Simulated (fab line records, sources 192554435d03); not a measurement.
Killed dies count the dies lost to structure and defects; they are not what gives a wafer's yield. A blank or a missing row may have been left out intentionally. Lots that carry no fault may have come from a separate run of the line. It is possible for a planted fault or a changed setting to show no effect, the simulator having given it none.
Chamber matching :: flow n5Finfet :: rieDiel-03 running N5_BEOL_M1_ETCH_69: 4 sister chambers
The step etches SiARC in CF4, target depth 15.6 nm, time 26 s. 14 wafers are shown with their chamber, then 7 later ones without.

## WAFERS, EACH WITH ITS CHAMBER
wafer: L074.1
chamber: 2
showerheadPlenumPTorr (Torr): 2.06
throttleValvePct (%): 15.24
oesProductAu (a.u.): 0.65

wafer: L074.2
chamber: 0
showerheadPlenumPTorr (Torr): 2.27
throttleValvePct (%): 15.21
oesProductAu (a.u.): 0.73

wafer: L074.3
chamber: 1
showerheadPlenumPTorr (Torr): 2.26
throttleValvePct (%): 15.20
oesProductAu (a.u.): 0.69

wafer: L075.3
chamber: 3
showerheadPlenumPTorr (Torr): 2.20
throttleValvePct (%): 15.99
oesProductAu (a.u.): 0.60

wafer: L075.4
chamber: 0
showerheadPlenumPTorr (Torr): 2.27
throttleValvePct (%): 15.21
oesProductAu (a.u.): 0.72

wafer: L075.6
chamber: 2
showerheadPlenumPTorr (Torr): 2.05
throttleValvePct (%): 15.27
oesProductAu (a.u.): 0.65

wafer: L081.1
chamber: 3
showerheadPlenumPTorr (Torr): 2.20
throttleValvePct (%): 16.03
oesProductAu (a.u.): 0.59

wafer: L081.2
chamber: 1
showerheadPlenumPTorr (Torr): 2.26
throttleValvePct (%): 15.20
oesProductAu (a.u.): 0.68

wafer: L081.5
chamber: 3
showerheadPlenumPTorr (Torr): 2.20
throttleValvePct (%): 16.01
oesProductAu (a.u.): 0.59

wafer: L087.1
chamber: 0
showerheadPlenumPTorr (Torr): 2.27
throttleValvePct (%): 15.24
oesProductAu (a.u.): 0.70

wafer: L087.2
chamber: 2
showerheadPlenumPTorr (Torr): 2.05
throttleValvePct (%): 15.28
oesProductAu (a.u.): 0.63

wafer: L087.6
chamber: 0
showerheadPlenumPTorr (Torr): 2.27
throttleValvePct (%): 15.26
oesProductAu (a.u.): 0.71

wafer: L088.2
chamber: 3
showerheadPlenumPTorr (Torr): 2.20
throttleValvePct (%): 16.03
oesProductAu (a.u.): 0.59

wafer: L088.5
chamber: 1
showerheadPlenumPTorr (Torr): 2.25
throttleValvePct (%): 15.23
oesProductAu (a.u.): 0.67

SIGNATURES (means of the wafers above)
reading: showerheadPlenumPTorr
chamber 0: 2.2700
chamber 1: 2.2567
chamber 2: 2.0533
chamber 3: 2.2000
scatter within a chamber: 0.00365

reading: throttleValvePct
chamber 0: 15.2300
chamber 1: 15.2100
chamber 2: 15.2633
chamber 3: 16.0150
scatter within a chamber: 0.0209

reading: oesProductAu
chamber 0: 0.7150
chamber 1: 0.6800
chamber 2: 0.6433
chamber 3: 0.5925
scatter within a chamber: 0.0102
Rule: for a wafer and a chamber, the distance is found by dividing, reading by reading, the gap between the wafer's reading and the chamber's mean by the reading's scatter, squaring, summing and taking the root. The wafer belongs to the nearest chamber; if the next one is less than 2 further off, it can't be placed. The scatter: the root of (the sum of the squares of (reading less its chamber's mean) over the shown wafers, divided by (wafers less chambers)).

## WAFERS WITHOUT THEIR CHAMBER
wafer: L088.6
showerheadPlenumPTorr (Torr): 2.27
throttleValvePct (%): 15.24
oesProductAu (a.u.): 0.71

wafer: L092.2
showerheadPlenumPTorr (Torr): 2.05
throttleValvePct (%): 15.31
oesProductAu (a.u.): 0.62

wafer: L092.5
showerheadPlenumPTorr (Torr): 2.25
throttleValvePct (%): 15.26
oesProductAu (a.u.): 0.67

wafer: L092.6
showerheadPlenumPTorr (Torr): 2.04
throttleValvePct (%): 15.30
oesProductAu (a.u.): 0.63

wafer: L095.2
showerheadPlenumPTorr (Torr): 2.26
throttleValvePct (%): 15.26
oesProductAu (a.u.): 0.70

wafer: L095.4
showerheadPlenumPTorr (Torr): 2.20
throttleValvePct (%): 15.54
oesProductAu (a.u.): 0.85

wafer: L095.5
showerheadPlenumPTorr (Torr): 2.25
throttleValvePct (%): 15.24
oesProductAu (a.u.): 0.66

## WHICH CHAMBER EACH ONE RAN IN
wafer: L088.6
from the rows above: 0
in truth: 0

wafer: L092.2
from the rows above: 2
in truth: 2

wafer: L092.5
from the rows above: 1
in truth: 1

wafer: L092.6
from the rows above: 2
in truth: 2

wafer: L095.2
from the rows above: can't be placed: 1 or 0
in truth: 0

wafer: L095.4
from the rows above: can't be placed: 0 or 1
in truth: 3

wafer: L095.5
from the rows above: 1
in truth: 1
Placed correctly: 5 of 7. Not placeable from these rows: 2 (in 1, the candidates include the true chamber). 0 placed wrongly.
